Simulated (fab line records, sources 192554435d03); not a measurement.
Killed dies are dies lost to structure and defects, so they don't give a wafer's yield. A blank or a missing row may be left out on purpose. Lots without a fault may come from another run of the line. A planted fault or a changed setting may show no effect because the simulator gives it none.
fab line records | flow n5_finfet
record lots=8 wafers=24 last_day=16
route steps=1938 shown BEOL_M4@1111 MIM_TOP_ETCH@1853 MIM_BOT_LITHO@1865 TV_OPEN@1888 PASSIVATION@1907
lots that met no fault: from a run of the same line without faults
start_h: hours from the record's first day to the start of the lot's first wafer shown | wait_h: hours since the lot's step before | " the same as in the row above | L1.1+2: a row that stands for several wafers | - no value, or no start given | * or withheld: withheld | < > ~ a bound
route shown NAME@n: a module of which the file shows steps, and the number in the route of the first | usual: mean/standard deviation of fault-free wafers | same: alike in all rows | chamber/n: place in a boat | sites: the reading at each site | _std_site: their standard deviation | _edge_site: outer sites' mean less inner sites' | radius_mm: how far each site lies from the wafer's centre | mask NAME#n: copy n | behind: the tool/chamber that last shaped the wafer | hold: why the lot was held/for how many hours/how that ended | device: the transistor (n, p or np) that didn't switch | end of line: the same wafers' tests at the end of the route | a step without rows: its recipe alone | killed: dies lost to structure and defects at the first sort, not the wafer's yield | map: a wafer's dies, x killed, . not, _ none there
set.NAME: the setting as run; set.NAME@STEP: as run at that earlier step | model.NAME: the simulator's own value behind a step, which no gauge read
steps of the route over a sample of lots; a table a step, a row a wafer
services: from which hour (start_h, from the record's first day; less than 0 if before it) a tool's chamber was out of use, for how many hours, and why
## steps
# step N5_BEOL_M4_RC_MEAS_101
# usual DIBL_N=36.9/1.6 DIBL_P=37.1/2 IOFF_N=0.17/0.032 IOFF_P=0.22/0.036 ION_N=674/12 ION_P=463/7.8 SS_N=71.7/0.63 SS_P=73.5/0.62 VT_N=249/3.3 VT_P=-250/3.5
# columns lot.wafer tool chamber start_h wait_h DIBL_N[mV/V] DIBL_P[mV/V] IOFF_N[nA/um] IOFF_P[nA/um] ION_N[uA/um] ION_P[uA/um] SS_N[mV/dec] SS_P[mV/dec] VT_N[mV] VT_P[mV]
L433.3 prober-02 0 188.90 0.3 36.8 37.8 0.15 0.27 664 466 71.3 73.3 252 -245
L433.5 " 0 " " 36.7 36.2 0.15 0.24 649 462 71.9 73.0 251 -247
L433.6 " 0 " " 37.8 37.1 0.17 0.25 666 466 71.1 73.1 249 -244
L435.2 prober-01 0 195.17 0.2 38.6 39.4 0.20 0.29 679 469 71.8 74.3 247 -246
L435.4 " 0 " " 36.9 39.0 0.18 0.29 689 474 72.1 73.9 249 -246
L435.6 " 0 " " 35.1 35.2 0.14 0.21 664 464 71.2 73.3 252 -248
L436.3 prober-01 0 206.15 0.3 34.7 36.2 0.13 0.19 656 462 70.8 73.8 253 -251
L436.4 " 0 " " 38.3 39.0 0.18 0.22 672 457 72.0 74.0 249 -251
L436.6 " 0 " " 35.0 35.9 0.14 0.18 665 463 70.9 73.2 251 -252
L445.1 prober-01 0 241.76 0.0 37.2 38.2 0.17 0.24 681 473 71.6 73.7 248 -249
L445.5 " 0 " " 36.7 37.3 0.16 0.22 685 474 71.9 72.7 249 -252
L445.6 " 0 " " 38.8 38.7 0.20 0.25 680 455 72.4 73.4 246 -249
L447.2 prober-01 0 257.42 0.2 38.2 39.2 0.21 0.25 688 465 72.6 74.0 247 -244
L447.4 " 0 " " 37.9 39.5 0.21 0.25 679 465 72.9 73.4 246 -249
L447.5 " 0 " " 35.0 36.4 0.15 0.21 662 457 71.8 73.9 248 -252
L450.2 prober-01 0 280.19 0.2 36.1 35.9 0.16 0.25 672 468 71.8 73.7 247 -246
L450.3 " 0 " " 39.8 38.9 0.24 0.30 697 479 72.4 74.4 243 -243
L450.4 " 0 " " 37.8 37.5 0.20 0.28 695 473 71.5 73.8 245 -244
L451.1 prober-01 0 280.97 0.1 36.1 33.3 0.14 0.20 668 458 70.9 72.6 251 -249
L451.2 " 0 " " 41.5 40.4 0.26 0.34 700 481 71.9 74.8 243 -241
L451.5 " 0 " " 36.2 33.7 0.14 0.20 674 465 71.4 72.5 251 -247
L452.1 prober-02 0 298.40 0.0 38.9 36.3 0.19 0.25 672 465 73.1 74.1 250 -247
L452.5 " 0 " " 36.9 34.8 0.15 0.23 674 463 71.7 74.1 251 -249
L452.6 " 0 " " 35.1 33.3 0.13 0.20 666 462 71.1 73.0 253 -250
# step N5_MIM_TOP_ETCH_PECVD_03
# recipe material=SiNx target_thk_a=200 temp_c=400 precursor=SiH4/NH3/N2 pressure_torr=1.5 rf_w=300 time_s=17.6
# usual chamber_pressure_Torr=1.500/0.0033 heater_power_outer_w=486/47 heater_power_w=817/71 showerhead_plenum_p_Torr=5.16/0.072 throttle_valve_pct=39.8/2.1
# columns lot.wafer tool chamber start_h wait_h chamber_pressure_Torr heater_power_outer_w heater_power_w showerhead_plenum_p_Torr throttle_valve_pct
L433.3 pecvd-02 0 283.07 - 1.502 572 921 5.14 43.5
L433.5 " 0 " " 1.505 575 938 5.14 43.3
L433.6 " 2 " " 1.500 327 616 5.20 40.8
L435.2 pecvd-04 1 293.42 - 1.500 456 799 5.17 39.9
L435.4 " 1 " " 1.497 456 779 5.17 40.0
L435.6 " 0 " " 1.501 449 748 5.21 42.0
L436.3 pecvd-04 2 301.63 - 1.498 471 810 5.18 38.8
L436.4 " 1 " " 1.501 498 854 5.18 40.0
L436.6 " 2 " " 1.503 475 814 5.19 38.8
L445.1 pecvd-03 1 341.00 - 1.498 519 866 5.22 40.7
L445.5 " 0 " " 1.502 505 870 5.20 40.4
L445.6 " 2 " " 1.500 466 824 4.99 36.2
L447.2 pecvd-02 2 346.91 - 1.497 396 729 5.20 41.3
L447.4 " 1 " " 1.501 465 782 5.18 37.1
L447.5 " 2 " " 1.504 389 720 5.19 41.4
L450.2 pecvd-03 2 360.90 - 1.505 540 926 4.99 36.0
L450.3 " 1 " " 1.500 436 726 5.21 40.4
L450.4 " 1 " " 1.499 454 726 5.21 40.5
L451.1 pecvd-04 1 365.77 - 1.503 515 854 5.18 40.2
L451.2 " 0 " " 1.495 471 773 5.22 42.3
L451.5 " 0 " " 1.501 460 756 5.21 42.4
L452.1 pecvd-04 2 383.76 - 1.495 485 792 5.19 39.1
L452.5 " 0 " " 1.498 488 771 5.21 42.1
L452.6 " 2 " " 1.505 493 801 5.20 39.1
# step N5_MIM_BOT_LITHO_DESCUM_10
# recipe chemistry=O2 time_s=7.9 source_power_w=50 bias_power_w=20 pressure_mtorr=20 rf_frequency_hz=2.712e+07 temp_c=40 o2_flow_sccm=225
# usual drypump_motor_current_A=5.7/0.33 oes_product_au=0.80/0.086 rf_vpp_V=243.0/1.2 showerhead_plenum_p_Torr=2.08/0.067 throttle_valve_pct=20.31/0.23
# columns lot.wafer tool chamber start_h wait_h drypump_motor_current_A oes_product_au rf_hours_counter_h rf_vpp_V showerhead_plenum_p_Torr throttle_valve_pct
L433.3 rie_diel-03 2 283.51 0.0 5.0 0.72 217 244.0 2.09 20.47
L433.5 " 0 " " 5.9 0.71 - 244.1 2.16 20.30
L433.6 " 3 " " 5.7 0.76 - 243.0 1.98 19.89
L435.2 rie_diel-01 0 294.39 0.4 5.9 0.84 57 242.5 2.04 20.39
L435.4 " 1 " " 5.8 0.67 - 241.4 2.06 20.21
L435.6 " 0 " " 5.9 0.85 - 242.3 2.04 20.37
L436.3 rie_diel-01 3 302.09 0.0 5.6 0.99 0 243.0 2.07 20.48
L436.4 " 2 " " 5.7 0.87 35 243.8 2.05 20.57
L436.6 " 0 " " 5.9 0.84 - 241.3 2.04 20.40
L445.1 rie_diel-03 2 341.57 0.0 5.0 0.70 237 242.6 2.08 20.49
L445.5 " 1 " " 5.7 0.79 - 243.5 2.09 20.26
L445.6 " 0 " " 5.9 0.70 - 244.1 2.15 20.35
L447.2 rie_diel-03 1 347.70 0.4 5.7 0.78 123 243.2 2.09 20.28
L447.4 " 2 " " 5.0 0.70 240 244.1 2.08 20.50
L447.5 " 3 " " 5.7 0.75 - 240.6 1.97 19.93
L450.2 rie_diel-01 1 361.49 0.0 5.7 0.96 3 242.4 2.06 19.92
L450.3 " 2 " " 5.7 0.83 63 242.9 2.04 20.61
L450.4 " 0 " " 5.9 0.82 88 242.3 2.03 20.44
L451.1 rie_diel-03 2 366.34 0.0 5.0 0.70 245 242.4 2.08 20.53
L451.2 " 0 " " 5.9 0.70 248 244.2 2.15 20.36
L451.5 " 2 " " 5.0 0.69 - 243.7 2.08 20.51
L452.1 rie_diel-01 0 384.33 0.0 5.9 0.81 97 241.5 2.03 20.46
L452.5 " 0 " " 5.9 0.80 - 243.2 2.03 20.46
L452.6 " 1 " " 5.8 0.93 - 243.6 2.06 19.92
# step N5_PASSIVATION_VIA_ETCH_13
# recipe chemistry=CHF3/O2 target=SiO2 target_depth_a=6600 CHF3_flow_sccm=50 O2_flow_sccm=5 Ar_flow_sccm=200 time_s=330 mask_material=PR pressure_mtorr=30 source_w=650 bias_w=170 ion_energy_ev=200 ends=cleared
# usual CHF3_flow_sccm=50.00/0.14 O2_flow_sccm=5.001/0.014 bias_w=170.1/0.51 drypump_motor_current_A=5.5/0.43 etch_rf_on_time_s=234/5.2 oes_ar_750_au=0.84/0.074 oes_f_703_au=0.84/0.072 oes_product_au=0.76/0.069 rf_vpp_V=526/12 showerhead_plenum_p_Torr=2.46/0.078 throttle_valve_pct=18.78/0.21
# columns lot.wafer tool chamber start_h wait_h CHF3_flow_sccm O2_flow_sccm bias_w drypump_motor_current_A etch_rf_on_time_s oes_ar_750_au oes_f_703_au oes_product_au rf_hours_counter_h rf_vpp_V showerhead_plenum_p_Torr throttle_valve_pct
L433.3 rie_diel-06 3 285.07 0.0 49.93 5.024 170.5 4.8 235 0.70 0.70 0.61 246 540 2.46 18.94
L433.5 " 2 " " 50.17 5.012 169.8 4.7 233 0.87 0.87 0.80 - 524 2.55 18.87
L433.6 " 3 " " 50.08 5.025 171.1 4.8 238 0.70 0.70 0.62 - 539 2.46 18.93
L435.2 rie_diel-02 0 295.97 0.0 49.81 4.990 170.5 5.8 225 0.84 0.85 0.78 54 524 2.53 18.63
L435.4 " 0 " " 50.08 5.003 170.1 5.8 230 0.85 0.85 0.78 - 523 2.53 18.64
L435.6 " 1 " " 49.97 5.004 170.0 6.0 245 0.92 0.93 0.83 - 538 2.57 18.40
L436.3 rie_diel-06 0 303.82 0.0 49.91 5.019 170.6 4.8 229 0.71 0.72 0.65 237 523 2.28 19.13
L436.4 " 1 " " 49.99 5.021 171.2 5.8 233 0.86 0.88 0.76 - 497 2.35 18.79
L436.6 " 0 " " 50.02 5.025 169.6 4.8 237 0.72 0.71 0.64 - 520 2.28 19.12
L445.1 rie_diel-06 0 343.15 0.0 - - - - - - - - - - - -
L445.5 " 2 " " - - - - - - - - - - - -
L445.6 " 1 " " - - - - - - - - - - - -
L447.2 rie_diel-04 2 350.34 0.0 - - - - - - - - - - - -
L447.4 " 0 " " - - - - - - - - - - - -
L447.5 " 3 " " - - - - - - - - - - - -
L450.2 rie_diel-06 1 363.75 0.1 50.05 5.008 169.9 5.8 230 0.83 0.85 0.73 80 497 2.34 18.84
L450.3 " 1 " " 50.11 5.008 170.6 5.8 234 0.84 0.86 0.73 - 497 2.34 18.82
L450.4 " 2 " " 50.13 4.990 169.5 4.7 238 0.83 0.84 0.75 - 523 2.54 18.91
L451.1 rie_diel-06 3 368.31 0.0 49.75 4.993 170.3 4.8 223 0.94 0.95 0.86 16 542 2.45 18.49
L451.2 " 2 " " 50.21 4.986 170.2 4.7 232 0.83 0.83 0.75 57 526 2.54 18.93
L451.5 " 3 " " 49.66 4.995 169.2 4.8 228 0.94 0.94 0.85 - 540 2.45 18.50
L452.1 rie_diel-04 2 386.14 0.0 49.95 5.002 170.5 5.2 231 0.79 0.79 0.72 101 533 2.42 18.61
L452.5 " 3 " " 49.89 4.958 170.7 5.8 248 0.89 0.88 0.82 - 537 2.47 19.03
L452.6 " 0 " " 50.13 5.001 170.0 5.6 233 0.83 0.85 0.77 - 517 2.43 18.68
# step N5_PASSIVATION_ETCH_15
# recipe chemistry=CF4/N2 target=SiCN target_depth_a=750 taper_deg=2 time_s=81.2 ion_energy_ev=150 mask_material=SiNx pressure_mtorr=40 source_w=430 bias_w=70 Ar_flow_sccm=100 cf4_flow_sccm=60 n2_flow_sccm=60
# usual bias_w=70.00/0.23 cf4_flow_sccm=60.00/0.16 drypump_motor_current_A=5.5/0.43 oes_product_au=0.84/0.076 rf_vpp_V=383.5/1.7 showerhead_plenum_p_Torr=2.25/0.069 throttle_valve_pct=15.32/0.22
# columns lot.wafer tool chamber start_h wait_h bias_w cf4_flow_sccm drypump_motor_current_A oes_product_au rf_hours_counter_h rf_vpp_V showerhead_plenum_p_Torr throttle_valve_pct
L433.3 rie_diel-06 3 - - 70.31 60.15 4.8 0.69 246 383.1 2.26 15.59
L433.5 " 2 " " 70.43 60.04 4.7 0.89 - 384.5 2.34 15.38
L433.6 " 3 " " 70.15 60.06 4.8 0.69 - 384.8 2.26 15.58
L435.2 rie_diel-02 0 - - 69.55 60.02 5.9 0.86 54 384.1 2.32 15.20
L435.4 " 0 " " 70.20 60.23 5.8 0.87 - 385.2 2.32 15.20
L435.6 " 1 " " 69.75 59.91 6.0 0.90 - 385.1 2.34 14.90
L436.3 rie_diel-06 0 - - 70.23 60.04 4.8 0.71 237 378.5 2.09 15.76
L436.4 " 1 " " 69.73 60.11 5.8 0.86 - 382.2 2.15 15.32
L436.6 " 0 " " 69.49 59.88 4.8 0.72 - 380.6 2.09 15.76
L445.1 rie_diel-06 0 - - 69.50 59.80 4.8 0.26 251 379.8 2.09 15.77
L445.5 " 2 " " 70.43 60.10 4.6 0.32 - 385.1 2.33 15.39
L445.6 " 1 " " 70.06 59.85 5.8 0.30 - 381.5 2.14 15.31
L447.2 rie_diel-04 2 - - 70.00 60.06 5.2 0.30 92 383.0 2.23 15.16
L447.4 " 0 " " 69.94 59.71 5.6 0.32 77 383.1 2.23 15.18
L447.5 " 3 " " 69.90 59.60 5.9 0.35 - 382.9 2.26 15.45
L450.2 rie_diel-06 1 - - 69.95 60.27 5.8 0.82 80 380.7 2.14 15.36
L450.3 " 1 " " 70.08 60.25 5.8 0.82 - 380.9 2.14 15.34
L450.4 " 2 " " 70.31 60.04 4.6 0.84 - 384.5 2.33 15.43
L451.1 rie_diel-06 3 - - 70.07 60.25 4.8 0.96 17 384.3 2.26 15.09
L451.2 " 2 " " 70.56 60.13 4.7 0.84 57 384.6 2.33 15.43
L451.5 " 3 " " 70.00 60.16 4.8 0.95 - 382.5 2.26 15.08
L452.1 rie_diel-04 2 - - 70.34 60.07 5.2 0.79 101 383.3 2.22 15.18
L452.5 " 3 " " 69.89 60.20 5.8 0.90 - 385.0 2.25 15.51
L452.6 " 0 " " 70.05 59.97 5.5 0.85 - 383.5 2.22 15.21
# step N5_PASSIVATION_INSPECT_64
# recipe mode=adi inspect_instrument=macro
# usual raw_defect_count=1.8/1.4
# columns lot.wafer tool chamber start_h wait_h raw_defect_count
L433.3 defect_inspect-01 - 286.52 0.0 1
L433.5 " - " " 1
L433.6 " - " " 3
L435.2 defect_inspect-02 - 297.44 0.0 1
L435.4 " - " " 4
L435.6 " - " " 2
L436.3 defect_inspect-01 - 305.18 0.0 0
L436.4 " - " " 0
L436.6 " - " " 2
L450.2 defect_inspect-01 - 365.42 0.0 4
L450.3 " - " " 3
L450.4 " - " " 2
L451.1 defect_inspect-02 - 370.31 0.0 1
L451.2 " - " " 1
L451.5 " - " " 2
L452.1 defect_inspect-02 - 387.77 0.0 2
L452.5 " - " " 2
L452.6 " - " " 2
# step N5_PASSIVATION_PROBE_49
# usual defect_limited_yield=90.9/1.6 killed_at_M0_to_M3=34/11 killed_at_M4_up=14/5.7 killed_at_contacts=13/6.5 killed_at_front_end=43/11 killed_at_other=4/3.1 killed_dies=107/19 killed_on_rim=14/3.9 killed_open=71/14 killed_short=35/7.9 sort_bin_5_function=5.3/1.1 sort_bin_6_memory=3.4/0.74 sort_n_pass=1073/19 sort_yield_pct=90.9/1.6
# same gross_dies=1180 killed_at_back_side=0 sort_bin_4_leakage[%]=0 sort_bin_8_speed[%]=0
# columns lot.wafer tool chamber start_h wait_h defect_limited_yield[%] killed_at_M0_to_M3 killed_at_M4_up killed_at_contacts killed_at_front_end killed_at_other killed_dies killed_on_rim killed_open killed_short sort_bin_5_function[%] sort_bin_6_memory[%] sort_n_pass sort_yield_pct[%]
L445.1 prober-02 - 349.92 0.0 0 66 17 19 51 1027 1180 152 107 50 95.3 4.2 0 0
L445.5 prober-02 - 350.12 0.2 0 29 12 12 38 1089 1180 152 69 22 96.0 3.6 0 0
L445.6 prober-02 - 350.17 0.3 0 39 12 18 51 1060 1180 152 81 40 95.3 4.2 0 0
L447.2 prober-02 - 357.19 0.1 0 38 30 18 31 1063 1180 152 81 40 95.8 4.1 0 0
L447.4 prober-02 - 357.29 0.2 0 27 24 16 31 1082 1180 152 71 27 96.3 3.6 0 0
L447.5 prober-02 - 357.34 0.2 0 42 15 6 37 1080 1180 152 69 32 96.7 3.1 0 0
L450.2 prober-02 - 370.57 0.1 90.3 51 15 10 30 8 114 21 73 40 6.3 3.0 1066 90.3
L450.3 prober-02 - 370.62 0.1 93.9 39 5 7 21 0 72 11 42 30 3.8 2.2 1108 93.9
# killed by level:class
L445.1 TV_OPEN:area_etch=1022 BEOL_M0_SAQP:geometric_particle:short=21 STI_FIN_REVEAL:geometric_particle:open=19 BEOL_M0_SAQP:geometric_particle:open=19 MOL_CONTACT_COAG:geometric_particle:open=15 BEOL_M4:geometric_particle:open=14 BEOL_M3:geometric_particle:open=10 DUMMY_GATE:geometric_particle:open=8
L445.5 TV_OPEN:area_etch=1088 STI_FIN_REVEAL:geometric_particle:open=11 MOL_CONTACT_COAG:geometric_particle:open=10 FIN_SAQP:geometric_particle:open=9 BEOL_M3:geometric_particle:open=8 BEOL_M1:geometric_particle:open=6 GATE_CUT:geometric_particle:short=4 GATE_CUT:geometric_particle:open=4
L445.6 TV_OPEN:area_etch=1058 MOL_CONTACT_COAG:geometric_particle:open=17 STI_FIN_REVEAL:geometric_particle:open=13 BEOL_M0_SAQP:geometric_particle:open=12 FIN_SAQP:geometric_particle:short=9 BEOL_M0_SAQP:geometric_particle:short=8 GATE_CUT:geometric_particle:short=7 BEOL_M2:geometric_particle:open=7
L447.2 TV_OPEN:area_etch=1058 MOL_CONTACT_COAG:geometric_particle:open=17 BEOL_M4:geometric_particle:open=16 BEOL_M1:geometric_particle:short=8 BEOL_M3:geometric_particle:open=8 FIN_SAQP:geometric_particle:short=7 BEOL_M4:geometric_particle:short=7 BEOL_M2:geometric_particle:open=6
L447.4 TV_OPEN:area_etch=1081 BEOL_M3:geometric_particle:open=12 MOL_CONTACT_COAG:geometric_particle:open=11 BEOL_M4:geometric_particle:open=10 FIN_SAQP:geometric_particle:open=8 GATE_CUT:geometric_particle:short=6 STI_FIN_REVEAL:geometric_particle:open=5 BEOL_M1:geometric_particle:open=5
L447.5 TV_OPEN:area_etch=1078 FIN_SAQP:geometric_particle:open=12 BEOL_M3:geometric_particle:open=10 BEOL_M4:geometric_particle:open=8 FIN_SAQP:geometric_particle:short=7 BEOL_M0_SAQP:geometric_particle:short=7 BEOL_M1:geometric_particle:open=7 STI_FIN_REVEAL:geometric_particle:open=6
L450.2 BEOL_M0_SAQP:geometric_particle:short=13 STI_FIN_REVEAL:geometric_particle:open=10 BEOL_M1:geometric_particle:open=10 BEOL_M3:geometric_particle:open=9 MOL_CONTACT_COAG:geometric_particle:open=8 BEOL_M0:geometric_particle:open=6 BEOL_M4:geometric_particle:open=6 BEOL_M0:geometric_particle:short=5
L450.3 BEOL_M0_SAQP:geometric_particle:short=18 STI_FIN_REVEAL:geometric_particle:open=10 MOL_CONTACT_COAG:geometric_particle:open=6 BEOL_M0_SAQP:geometric_particle:open=6 BEOL_M1:geometric_particle:open=5 BEOL_M0:geometric_particle:open=3 BEOL_M1:geometric_particle:short=3 FIN_SAQP:geometric_particle:open=2
## services
# columns tool chamber start_h hours kind
rie_diel-06 2 287.31 3.1 repair
rie_diel-03 - 296.94 2.7 repair
rie_diel-06 3 298.34 - clean
rie_diel-06 3 298.34 - consumable_replace:focus_ring
rie_diel-03 - 300.72 0.3 repair
pecvd-02 0 303.55 6.0 repair
pecvd-04 - 305.06 0.7 repair
pecvd-02 - 308.59 2.8 pm
rie_diel-01 1 309.69 18.4 repair
pecvd-04 1 311.86 2.0 repair
pecvd-04 2 321.50 4.9 repair
rie_diel-06 3 340.10 5.4 repair
rie_diel-06 0 345.68 - clean
rie_diel-06 0 345.68 - consumable_replace:esc
rie_diel-06 0 345.68 - consumable_replace:focus_ring
rie_diel-06 0 345.68 - consumable_replace:showerhead
rie_diel-06 0 345.68 25.6 scheduled_down
rie_diel-06 0 345.68 25.6 vent_cycle
pecvd-03 - 346.86 1.4 repair
rie_diel-02 3 348.83 14.2 repair
rie_diel-06 3 361.08 4.9 repair
pecvd-03 - 377.81 1.3 repair
rie_diel-06 3 377.92 12.4 repair
pecvd-03 - 381.63 3.4 repair
## key
first_sign step=N5_PASSIVATION_VIA_ETCH_13 reading=tool_record direction=missing
effect step=N5_PASSIVATION_ETCH_15 reading=oes_product_au direction=down sigmas=7 usual=0.84 struck=0.31
effect step=N5_PASSIVATION_PROBE_49 reading=killed_at_other direction=up sigmas=99+ usual=4 struck=1067
more_kills_born_at N5_PASSIVATION_VIA_ETCH_13@rie_diel-04=3217 N5_PASSIVATION_VIA_ETCH_13@rie_diel-06=3168
met_at N5_PASSIVATION_VIA_ETCH_13
struck_lots L445,L447
later_rows_left_out L445.1,L445.5,L445.6,L447.2,L447.4,L447.5
not_acting_at N5_MIM_TOP_ETCH_PECVD_03,N5_MIM_BOT_LITHO_DESCUM_10,N5_PASSIVATION_INSPECT_64
onset_between 303.82 343.15
fault kind=skipped_step_whole tool=rie_diel-04,rie_diel-06 chamber=- onset_h=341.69 steps=N5_PASSIVATION_VIA_ETCH_13 scope=struck_lots_only
# later_rows_left_out: the simulator's readings of these wafers behind a module that went badly wrong aren't trusted and aren't shown, but for the sort
